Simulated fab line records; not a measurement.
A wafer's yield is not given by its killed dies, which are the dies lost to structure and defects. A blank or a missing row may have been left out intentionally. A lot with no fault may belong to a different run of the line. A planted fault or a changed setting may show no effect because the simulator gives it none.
fab line records | flow nandHarc
record lots=6 | wafers=18 | lastDay=34
route steps=1302 shown A_STAIRCASE@726 END@1302
lots that met no fault: taken from a fault-free run of the same line
startH: start of the lot's first displayed wafer, in hours after the record's first day | waitH: hours since the lot's step before | " identical to the entry in the row above | L1.1+2: a single row standing in for several wafers | - value missing, or start not given | * or withheld: withheld | < > ~ a bound
route shown NAME@n: a module of which the file shows steps, and the number in the route of the first | usual: the fault-free wafers' mean and standard deviation | same: alike in all rows | chamber/n: place in a boat | sites: readings site by site | _std_site: the standard deviation of these | _edge_site: outer sites' mean less inner sites' | radiusMm: how far each site lies from the wafer's centre | mask NAME#n: copy n | behind: the tool/chamber that last shaped the wafer | hold: cause of the lot's hold/its duration in hours/its outcome | device: which transistor (n, p or np) failed to switch | end of line: tests of these same wafers at the route's end | a step given without rows: its recipe and nothing more | killed: count of dies lost to structure and defects at first sort (not the wafer's yield) | map: shows each die of a wafer: x if killed, . if not, _ if none is there
set.NAME: the run value of the setting; set.NAME@STEP: its run value at that earlier step | model.NAME: the simulator's own value behind a step, which no gauge read
lots at some steps of the route; a table a step, a row a wafer
services: a tool's chamber out of use, with start hour (startH, from the record's first day; less than 0 if before it), hours out, and reason
## steps
# step NHARC_A_STAIRCASE_SOFTBAKE_212
# recipe tempC=135 | timeS=170
# step NHARC_A_STAIRCASE_EBR_213
# step NHARC_A_STAIRCASE_EXPOSE_214
# recipe na=0.5 | doseMj=31.26 | maskId=STAIR_3
# step NHARC_A_STAIRCASE_PEB_215
# recipe pebTempC=115 | pebTimeS=130
# step NHARC_A_STAIRCASE_DEVELOP_216
# recipe timeS=140
# step NHARC_A_STAIRCASE_HARDBAKE_218
# recipe tempC=120 | timeS=140
# step NHARC_A_STAIRCASE_DESCUM_219
# recipe timeS=3 | o2FlowSccm=200 | arFlowSccm=0 | biasPowerW=0 | chemistry=O2
# usual drypumpMotorCurrentA=5.7/0.37 | oesProductAu=1.000/0.01 | rfVppV=57.8/0.83 | showerheadPlenumPTorr=1.92/0.089 | throttleValvePct=11.312/0.0085
lot.wafer | tool       | chamber | startH | waitH | drypumpMotorCurrentA | oesProductAu | rfHoursCounterH | rfVppV | showerheadPlenumPTorr | throttleValvePct
L403.2    | rieDiel-07 | 0       | 430.82 | -     | 5.0                  | 1.002        | 44              | 56.6   | 1.82                  | 11.317
L403.1    | "          | 1       | "      | "     | 5.3                  | 1.011        | 41              | 57.7   | 2.04                  | 11.307
L403.3    | "          | 2       | "      | "     | 5.5                  | 1.003        | 39              | 57.3   | 1.87                  | 11.333
L404.1    | rieDiel-07 | 2       | 445.89 | -     | 5.5                  | 0.987        | 43              | 57.0   | 1.87                  | 11.296
L404.3    | "          | 3       | "      | "     | 5.8                  | 0.987        | 52              | 57.5   | 1.87                  | 11.330
L404.2    | "          | 0       | "      | "     | 5.0                  | 1.010        | 50              | 57.7   | 1.82                  | 11.306
L409.3    | rieDiel-01 | 0       | 468.33 | -     | 5.3                  | 1.006        | 24              | 58.7   | 1.84                  | 11.321
L409.1    | "          | 1       | "      | "     | 5.6                  | 1.009        | 25              | 57.7   | 1.93                  | 11.305
L409.2    | "          | 2       | "      | "     | 6.0                  | 1.000        | 28              | 57.8   | 1.90                  | 11.318
L412.2    | rieDiel-01 | 1       | 524.90 | -     | 5.7                  | 0.986        | 48              | 57.3   | 1.93                  | 11.321
L412.5    | "          | 0       | "      | "     | 5.3                  | 1.003        | -               | 56.9   | 1.83                  | 11.312
L412.6    | "          | 1       | "      | "     | 5.7                  | 0.983        | -               | 58.6   | 1.93                  | 11.312
L415.4    | rieDiel-07 | 2       | 547.35 | -     | 5.5                  | 0.986        | 21              | 58.0   | 1.86                  | 11.326
L415.1    | "          | 0       | "      | "     | 5.0                  | 1.009        | 18              | 57.8   | 1.81                  | 11.327
L415.5    | "          | 2       | "      | "     | 5.5                  | 1.002        | -               | 58.8   | 1.86                  | 11.308
L419.4    | rieDiel-01 | 0       | 594.96 | -     | 5.3                  | 1.007        | 5               | 57.5   | 1.83                  | 11.298
L419.2    | "          | 2       | "      | "     | 6.0                  | 0.988        | 7               | 57.1   | 1.88                  | 11.318
L419.6    | "          | 1       | "      | "     | 5.6                  | 0.982        | -               | 58.4   | 1.92                  | 11.290
# step NHARC_A_STAIRCASE_TRIM_220
# recipe timeS=211.2 | o2FlowSccm=500 | arFlowSccm=0 | biasW=0 | chemistry=O2
# usual drypumpMotorCurrentA=5.7/0.37 | oesProductAu=0.999/0.0092 | rfVppV=57.9/0.89 | showerheadPlenumPTorr=3.55/0.15 | throttleValvePct=17.037/0.0098
lot.wafer | tool       | chamber | startH | waitH | drypumpMotorCurrentA | oesProductAu | rfHoursCounterH | rfVppV | showerheadPlenumPTorr | throttleValvePct
L403.2    | rieDiel-07 | 0       | 430.91 | 0.1   | 5.0                  | 0.998        | 44              | 57.8   | 3.38                  | 17.042
L403.3    | "          | 2       | "      | "     | 5.5                  | 0.985        | 39              | 59.2   | 3.45                  | 17.020
L403.1    | "          | 3       | "      | "     | 5.8                  | 0.991        | 45              | 57.1   | 3.46                  | 17.009
L404.3    | rieDiel-07 | 0       | 446.02 | 0.1   | 5.0                  | 1.004        | 50              | 58.3   | 3.37                  | 17.034
L404.2    | "          | 1       | "      | "     | 5.3                  | 0.998        | 46              | 59.1   | 3.75                  | 17.039
L404.1    | "          | 2       | "      | "     | 5.5                  | 0.985        | 43              | 57.1   | 3.45                  | 17.045
L409.1    | rieDiel-01 | 2       | 468.40 | 0.1   | 6.0                  | 0.992        | 28              | 57.3   | 3.51                  | 17.045
L409.3    | "          | 0       | "      | "     | 5.4                  | 0.988        | 24              | 57.3   | 3.40                  | 17.043
L409.2    | "          | 1       | "      | "     | 5.7                  | 0.990        | 25              | 57.7   | 3.56                  | 17.025
L412.2    | rieDiel-01 | 3       | 524.99 | 0.1   | 6.3                  | 0.991        | 47              | 56.5   | 3.34                  | 17.032
L412.6    | "          | 2       | "      | "     | 5.9                  | 1.004        | -               | 58.5   | 3.50                  | 17.048
L412.5    | "          | 3       | "      | "     | 6.2                  | 0.989        | -               | 58.3   | 3.34                  | 17.029
L415.1    | rieDiel-07 | 2       | 547.45 | 0.1   | 5.6                  | 1.001        | 21              | 57.7   | 3.43                  | 17.022
L415.4    | "          | 3       | "      | "     | 5.9                  | 0.997        | 22              | 55.3   | 3.44                  | 17.038
L415.5    | "          | 1       | "      | "     | 5.3                  | 1.000        | -               | 58.4   | 3.73                  | 17.026
L419.4    | rieDiel-01 | 0       | 595.05 | 0.1   | 5.3                  | 0.989        | 5               | 58.8   | 3.38                  | 17.044
L419.2    | "          | 2       | "      | "     | 5.9                  | 1.002        | 7               | 57.9   | 3.48                  | 17.030
L419.6    | "          | 0       | "      | "     | 5.3                  | 1.005        | -               | 56.6   | 3.38                  | 17.039
# step NHARC_A_STAIRCASE_ETCH_221
# recipe targetDepthA=1000 | timeS=40.5 | ionEnergyEv=400 | c4f8FlowSccm=20 | o2FlowSccm=10 | arFlowSccm=withheld | rfW=600 | biasW=1000 | chemistry=C4F8/O2
# step NHARC_A_STAIRCASE_TRIM_222
# recipe timeS=211.2 | o2FlowSccm=500 | arFlowSccm=0 | biasW=0 | chemistry=O2
# usual drypumpMotorCurrentA=5.7/0.36 | oesProductAu=0.999/0.0087 | rfVppV=57.7/0.92 | showerheadPlenumPTorr=3.54/0.15 | throttleValvePct=17.037/0.0088
lot.wafer | tool       | chamber | startH | waitH | drypumpMotorCurrentA | oesProductAu | rfHoursCounterH | rfVppV | showerheadPlenumPTorr | throttleValvePct
L403.1    | rieDiel-07 | 3       | -      | -     | 5.8                  | 0.993        | 45              | 56.0   | 3.46                  | 17.035
L403.3    | "          | 0       | "      | "     | 5.0                  | 1.009        | 44              | 58.3   | 3.38                  | 17.031
L403.2    | "          | 1       | "      | "     | 5.3                  | 1.011        | 41              | 57.8   | 3.75                  | 17.040
L404.2    | rieDiel-07 | 3       | -      | -     | 5.9                  | 0.994        | 52              | 56.8   | 3.46                  | 17.047
L404.3    | "          | 0       | "      | "     | 5.0                  | 1.006        | 51              | 57.7   | 3.37                  | 17.027
L404.1    | "          | 2       | "      | "     | 5.5                  | 0.988        | 43              | 58.1   | 3.45                  | 17.029
L409.3    | rieDiel-01 | 0       | -      | -     | 5.3                  | 1.003        | 26              | 58.3   | 3.40                  | 17.019
L409.2    | "          | 1       | "      | "     | 5.6                  | 0.987        | 29              | 57.6   | 3.56                  | 17.038
L409.1    | "          | 3       | "      | "     | 6.2                  | 1.000        | 31              | 58.6   | 3.35                  | 17.034
L412.2    | rieDiel-01 | 3       | -      | -     | 6.3                  | 0.993        | 48              | 58.1   | 3.34                  | 17.023
L412.5    | "          | 0       | "      | "     | 5.4                  | 1.007        | -               | 57.9   | 3.39                  | 17.035
L412.6    | "          | 1       | "      | "     | 5.7                  | 1.002        | -               | 58.2   | 3.55                  | 17.024
L415.1    | rieDiel-07 | 2       | -      | -     | 5.5                  | 0.995        | 22              | 56.5   | 3.43                  | 17.045
L415.4    | "          | 0       | "      | "     | 5.0                  | 1.008        | 18              | 57.6   | 3.36                  | 17.045
L415.5    | "          | 2       | "      | "     | 5.5                  | 1.011        | -               | 55.7   | 3.43                  | 17.037
L419.2    | rieDiel-01 | 0       | -      | -     | 5.3                  | 1.001        | 5               | 58.1   | 3.38                  | 17.023
L419.4    | "          | 2       | "      | "     | 6.0                  | 0.993        | 7               | 57.3   | 3.48                  | 17.035
L419.6    | "          | 0       | "      | "     | 5.3                  | 1.000        | -               | 55.8   | 3.38                  | 17.035
# step NHARC_A_STAIRCASE_ETCH_223
# recipe targetDepthA=1000 | timeS=40.5 | ionEnergyEv=400 | c4f8FlowSccm=20 | o2FlowSccm=10 | arFlowSccm=withheld | rfW=600 | biasW=1000 | chemistry=C4F8/O2
# usual oesProductAu=0.944/0.012 | rfVppV=896/5.3
lot.wafer | tool       | chamber | startH | waitH | oesProductAu | rfHoursCounterH | rfVppV
L403.2    | rieDiel-07 | 3       | -      | -     | 0.934        | 45              | 892
L403.3    | "          | 0       | "      | "     | 0.960        | 44              | 891
L403.1    | "          | 2       | "      | "     | 0.933        | 39              | 892
L404.3    | rieDiel-07 | 2       | -      | -     | 0.938        | 43              | 892
L404.2    | "          | 3       | "      | "     | 0.936        | 52              | 894
L404.1    | "          | 0       | "      | "     | 0.950        | 51              | 889
L409.1    | rieDiel-01 | 3       | -      | -     | 0.942        | 31              | 890
L409.2    | "          | 0       | "      | "     | 0.942        | 26              | 892
L409.3    | "          | 1       | "      | "     | 0.952        | 29              | 897
L412.2    | rieDiel-01 | 3       | -      | -     | 0.943        | 48              | 889
L412.5    | "          | 1       | "      | "     | 0.931        | -               | 897
L412.6    | "          | 2       | "      | "     | 0.959        | -               | 894
L415.1    | rieDiel-07 | 2       | -      | -     | 0.943        | 22              | 894
L415.4    | "          | 0       | "      | "     | 0.959        | 18              | 890
L415.5    | "          | 3       | "      | "     | 0.930        | -               | 893
L419.2    | rieDiel-01 | 1       | -      | -     | 0.924        | 7               | 897
L419.4    | "          | 3       | "      | "     | 0.920        | 5               | 889
L419.6    | "          | 1       | "      | "     | 0.924        | -               | 896
# step NHARC_A_STAIRCASE_TRIM_224
# recipe timeS=211.2 | o2FlowSccm=500 | arFlowSccm=0 | biasW=0 | chemistry=O2
# usual drypumpMotorCurrentA=5.7/0.37 | oesProductAu=0.998/0.0098 | rfVppV=58.0/0.95 | showerheadPlenumPTorr=3.54/0.15 | throttleValvePct=17.037/0.0095
lot.wafer | tool       | chamber | startH | waitH | drypumpMotorCurrentA | oesProductAu | rfHoursCounterH | rfVppV | showerheadPlenumPTorr | throttleValvePct
L403.1    | rieDiel-07 | 0       | 431.37 | -     | 5.0                  | 0.997        | 44              | 56.7   | 3.38                  | 17.034
L403.3    | "          | 1       | "      | "     | 5.3                  | 1.194        | 42              | 58.6   | 3.75                  | 17.033
L403.2    | "          | 3       | "      | "     | 5.9                  | 0.993        | 45              | 57.1   | 3.46                  | 17.031
L404.3    | rieDiel-07 | 2       | 446.52 | -     | 5.5                  | 1.177        | 43              | 57.4   | 3.45                  | 17.047
L404.1    | "          | 3       | "      | "     | 5.8                  | 0.996        | 52              | 56.0   | 3.46                  | 17.041
L404.2    | "          | 1       | "      | "     | 5.3                  | 1.015        | 46              | 58.9   | 3.75                  | 17.039
L409.1    | rieDiel-01 | 3       | 471.86 | -     | 6.2                  | 1.010        | 31              | 57.1   | 3.35                  | 17.038
L409.3    | "          | 0       | "      | "     | 5.4                  | 1.007        | 26              | 56.9   | 3.40                  | 17.046
L409.2    | "          | 1       | "      | "     | 5.7                  | 0.996        | 29              | 58.1   | 3.56                  | 17.022
L412.2    | rieDiel-01 | 0       | 525.48 | -     | 5.4                  | 0.998        | 43              | 59.8   | 3.39                  | 17.037
L412.6    | "          | 1       | "      | "     | 5.6                  | 0.981        | -               | 57.7   | 3.55                  | 17.031
L412.5    | "          | 2       | "      | "     | 6.0                  | 0.995        | -               | 58.4   | 3.49                  | 17.017
L415.1    | rieDiel-07 | 0       | 547.99 | -     | 5.0                  | 1.015        | 18              | 57.6   | 3.36                  | 17.045
L415.4    | "          | 1       | "      | "     | 5.3                  | 1.000        | 20              | 59.2   | 3.73                  | 17.032
L415.5    | "          | 0       | "      | "     | 5.0                  | 1.014        | -               | 57.6   | 3.36                  | 17.027
L419.4    | rieDiel-01 | 3       | 595.54 | -     | 6.3                  | 0.981        | 5               | 56.1   | 3.33                  | 17.053
L419.2    | "          | 0       | "      | "     | 5.4                  | 0.995        | 5               | 57.0   | 3.38                  | 17.011
L419.6    | "          | 2       | "      | "     | 6.0                  | 1.001        | -               | 56.8   | 3.48                  | 17.031
# step NHARC_A_STAIRCASE_ETCH_225
# recipe targetDepthA=1000 | timeS=40.5 | ionEnergyEv=400 | c4f8FlowSccm=20 | o2FlowSccm=10 | arFlowSccm=withheld | rfW=600 | biasW=1000 | chemistry=C4F8/O2
# usual oesProductAu=0.941/0.0097 | rfVppV=896/5.5
lot.wafer | tool       | chamber | startH | waitH | oesProductAu | rfHoursCounterH | rfVppV
L403.2    | rieDiel-07 | 2       | -      | -     | 0.931        | 39              | 892
L403.3    | "          | 3       | "      | "     | 0.946        | 45              | 895
L403.1    | "          | 0       | "      | "     | 0.949        | 44              | 889
L404.3    | rieDiel-07 | 3       | -      | -     | 0.938        | 52              | 894
L404.2    | "          | 0       | "      | "     | 0.950        | 51              | 889
L404.1    | "          | 2       | "      | "     | 0.928        | 43              | 894
L409.3    | rieDiel-01 | 3       | -      | -     | 0.952        | 31              | 889
L409.1    | "          | 1       | "      | "     | 0.946        | 29              | 897
L409.2    | "          | 2       | "      | "     | 0.941        | 32              | 895
L412.2    | rieDiel-01 | 0       | -      | -     | 0.939        | 43              | 892
L412.6    | "          | 2       | "      | "     | 0.940        | -               | 894
L412.5    | "          | 3       | "      | "     | 0.927        | -               | 889
L415.1    | rieDiel-07 | 2       | -      | -     | 0.945        | 22              | 894
L415.4    | "          | 3       | "      | "     | 0.937        | 22              | 895
L415.5    | "          | 1       | "      | "     | 0.943        | -               | 903
L419.2    | rieDiel-01 | 0       | -      | -     | 0.937        | 5               | 889
L419.4    | "          | 2       | "      | "     | 0.935        | 7               | 894
L419.6    | "          | 3       | "      | "     | 0.938        | -               | 888
# step NHARC_END_SORT_01
# recipe tempC=25
# usual killedAtArray=55/15 | killedAtOther=1.0/1.2 | killedAtPeriphery=3.4/2.2 | killedDies=59/15 | killedOpen=3.2/2 | killedShort=2.5/1.7
# same grossDies=677
lot.wafer | tool      | chamber | startH | waitH | killedAtArray | killedAtOther | killedAtPeriphery | killedDies | killedOpen | killedShort
L403.1    | prober-01 | 0       | 639.42 | 2.5   | 35            | 0             | 1                 | 36         | 3          | 1
L403.2    | prober-01 | 0       | 640.21 | 2.8   | 33            | 0             | 2                 | 35         | 4          | 3
L403.3    | prober-01 | 0       | 641.01 | 3.1   | 462           | 0             | 0                 | 462        | 1          | 3
L404.1    | prober-01 | 0       | 654.48 | 2.5   | 84            | 0             | 2                 | 86         | 7          | 5
L404.3    | prober-01 | 0       | 656.07 | 3.1   | 429           | 0             | 2                 | 431        | 4          | 2
# killed by level:class
L403.1 A_CHANNEL_HOLE_D2:chamberFilmFlake=13 A_CONTACT:chamberFilmFlake=6 A_M1:chamberFilmFlake=4 A_CHANNEL_HOLE_D1:chamberFilmFlake=3 A_STAIRCASE:chamberFilmFlake=3 A_DECK1_JOINT:geometricParticle:open=2 A_ONON_D1:geometricParticle:open=1 A_ONON_D2:geometricParticle:short=1
L403.2 A_CHANNEL_HOLE_D2:chamberFilmFlake=16 A_CONTACT:chamberFilmFlake=5 A_WL_FILL:geometricParticle:short=2 A_CHANNEL_HOLE_D1:chamberFilmFlake=2 P_GATE:geometricParticle:open=1 P_M0:geometricParticle:open=1 A_ONON_D2:geometricParticle:short=1 A_ONON_D2:geometricParticle:open=1
L403.3 A_STAIRCASE:areaTrim=430 A_CHANNEL_HOLE_D2:chamberFilmFlake=18 A_STAIRCASE:chamberFilmFlake=7 A_CONTACT:chamberFilmFlake=2 A_CHANNEL_FILL_D1:geometricParticle:short=1 A_DECK1_JOINT:geometricParticle:open=1 A_ONON_D2:geometricParticle:short=1 A_CHANNEL_FILL_D2:geometricParticle:short=1
L404.1 A_CHANNEL_HOLE_D1:chamberFilmFlake=37 A_SLIT:chamberFilmFlake=25 A_CHANNEL_HOLE_D2:chamberFilmFlake=8 A_SOURCE_PLATE:geometricParticle:open=2 A_ONON_D2:geometricParticle:short=2 A_M0:geometricParticle:short=2 A_STAIRCASE:chamberFilmFlake=2 P_M0:geometricParticle:open=1
L404.3 A_STAIRCASE:areaTrim=361 A_SLIT:chamberFilmFlake=30 A_CHANNEL_HOLE_D1:chamberFilmFlake=15 A_CHANNEL_HOLE_D2:chamberFilmFlake=12 A_DECK1_JOINT:chamberFilmFlake=2 A_STAIRCASE:chamberFilmFlake=2 P_M0:geometricParticle:open=1 A_SOURCE_PLATE:geometricParticle:short=1
# map L403.3 (x killed, . not)
____________.____________
_________.x.x.x._________
_______.xxx.xxx..._______
______...xxx.x.x...______
_____..xxxxxxxx.xxxx_____
____..x.xx.xxxxxxx.x.____
____xxxxxxxxxxx.xxx..____
___...xx.xxxxxxxxxxxx.___
___xxx.xxxxxxxxxxxxx..___
__xxx.xxxxxxxxxxxxx....__
__xx.x.xxxxxxxxxxxx.xxx__
_xx.xxxxxxxxxxxxxxxxxx.._
_xxx.xxxxxxxxxxxxxxx.x.._
_x.xxxxxxxxxxxxxxxxxx.x._
_.x..xxxxxxxxxxxxx.xxxx._
_.xxxxxxxxxxxxxxxxxxx..._
xx..xxxxxxxxxxxxxxxxxx...
.xx.xxxxxxxxxxxxxxxxxxx..
..xxxxxxxxxxxxxxxxxxxxx..
..xxxxxxxxxxxxxxxxxxxxx..
....xxxxxxxxxxxxxxxxx.x..
_..xxxxxxxxxxxxxx.xxxxx._
_x..xxxxxxxxxxxxx.xx.xx._
_..x.x.xxxxxxxxxxxxx.xx._
_...xxxxxxxxxxxxxxxx...._
_...xxxxxxxxxxxxx..xx.x._
__....xx.xx.xxxxxxxx...__
__.....xxxxxxxxxxxx.x..__
___....x.xxx.xxxxx..x.___
___.....xx.xx...x.x..x___
____...xx.xxxxxx..x..____
____.....x.xx.x....x.____
_____...x.xx...xx..._____
______...x.........______
_______.x...x....._______
_________......._________
____________.____________
# map L404.3 (x killed, . not)
____________.____________
_________x..xx.x_________
_______..xx.x....x_______
______x.x..xx.x.xxx______
_____.x.....x.xxxx.x_____
____xx.x.x...x.x..xxx____
____.xxx...x...x..x.x____
___...xx...xx...xx.xx.___
___x..x.x....x...xxxxx___
__.x.x.x.xx...xxxx.xxxx__
__..........xx...x.x.xx__
_..x....x.x.xxx.xxxxxxxx_
_.x.....xx.xx.xxxxxxx.xx_
_.xx..x...x.x...xxxx.xxx_
_....x.xxx...xxxxxxxxxxx_
_x..x.x.x.x...xxxx.xx.xx_
.......x......xxxxxx..xxx
xxx....xx.x...xx.xxxxxxxx
xx.x...xx......x.x.xxxxxx
x.xxx..xx....x.xx.x..x..x
xx.x...xx..x.xx.xx.xx...x
_.x..xxxx...xxxxxxxxxxxx_
_xx.xx.xxxx.x..xx.x.xxxx_
_.xx.x.x..xxxxxxxxxxx.xx_
_xxxxx.xx....xxxxx.xxxxx_
_x.x.xxxx.xxxx.x.xxx.xxx_
__xxxxxxxxxx.xxxxx.xx.x__
__xxx.xxxxxx.xxxxxxxxxx__
___x.xx...xxxxxxx...xx___
___xxxxx.x.xx.x.xxxxxx___
____xxxxxxxxxxxxxxxxx____
____xxxx.xx.xxxxx.xxx____
_____xxxx.xxxxxxxxxx_____
______xxxxxxx.xxxxx______
_______xxxxxxxxxxx_______
_________xxxxxxx_________
____________x____________
## services
tool       | chamber | startH | hours | kind
rieDiel-01 | 0       | 416.77 | -     | clean
rieDiel-01 | 1       | 416.77 | -     | clean
rieDiel-01 | 2       | 416.77 | -     | clean
rieDiel-01 | 3       | 416.77 | -     | clean
rieDiel-07 | 2       | 418.06 | 6.2   | repair
rieDiel-07 | 0       | 429.01 | -     | clean
rieDiel-07 | 1       | 429.01 | -     | clean
rieDiel-07 | 2       | 429.01 | -     | clean
rieDiel-07 | 3       | 429.01 | -     | clean
rieDiel-01 | 0       | 442.97 | -     | clean
rieDiel-01 | 1       | 442.97 | -     | clean
rieDiel-01 | 2       | 442.97 | -     | clean
rieDiel-01 | 3       | 442.97 | -     | clean
rieDiel-07 | 0       | 453.51 | -     | clean
rieDiel-07 | 1       | 453.51 | -     | clean
rieDiel-07 | 2       | 453.51 | -     | clean
rieDiel-07 | 3       | 453.51 | -     | clean
rieDiel-07 | 1       | 455.72 | 4.9   | repair
rieDiel-01 | 0       | 467.47 | -     | clean
rieDiel-01 | 1       | 467.47 | -     | clean
rieDiel-07 | -       | 473.83 | 9.0   | pm
rieDiel-07 | 0       | 521.78 | 16.0  | repair
rieDiel-07 | 2       | 548.44 | 31.2  | repair
rieDiel-01 | -       | 560.43 | 9.0   | pm
## key
firstSign step=NHARC_A_STAIRCASE_TRIM_224 | reading=oesProductAu | direction=up | sigmas=19 | usual=0.998 | struck=1.186
effect step=NHARC_END_SORT_01 | reading=killedAtArray | direction=up | sigmas=26 | usual=55 | struck=446
moreKillsBornAt NHARC_A_STAIRCASE_TRIM_224@rieDiel-07=791
metAt NHARC_A_STAIRCASE_TRIM_224
struckWafers L403.3,L404.3
laterRowsLeftOut L403.3,L404.3
testerLeftOut L403,L404
fault kind=processParameterDrift | tool=rieDiel-07 | chamber=- | onsetH=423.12 | steps=NHARC_A_STAIRCASE_TRIM_224 | channel=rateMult | offset=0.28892 | shape=step | endH=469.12 | scope=struckWafersOnly
# testerLeftOut: of these lots the tester's yield and bins aren't shown, on N5 and GAA mostly nor the transistor test; their killed dies are dies lost to structure and defects alone, not to doping, threshold or leakage, so they don't give the yield
# laterRowsLeftOut: the simulator's readings of these wafers behind a module that went badly wrong aren't trusted and aren't shown, but for the sort
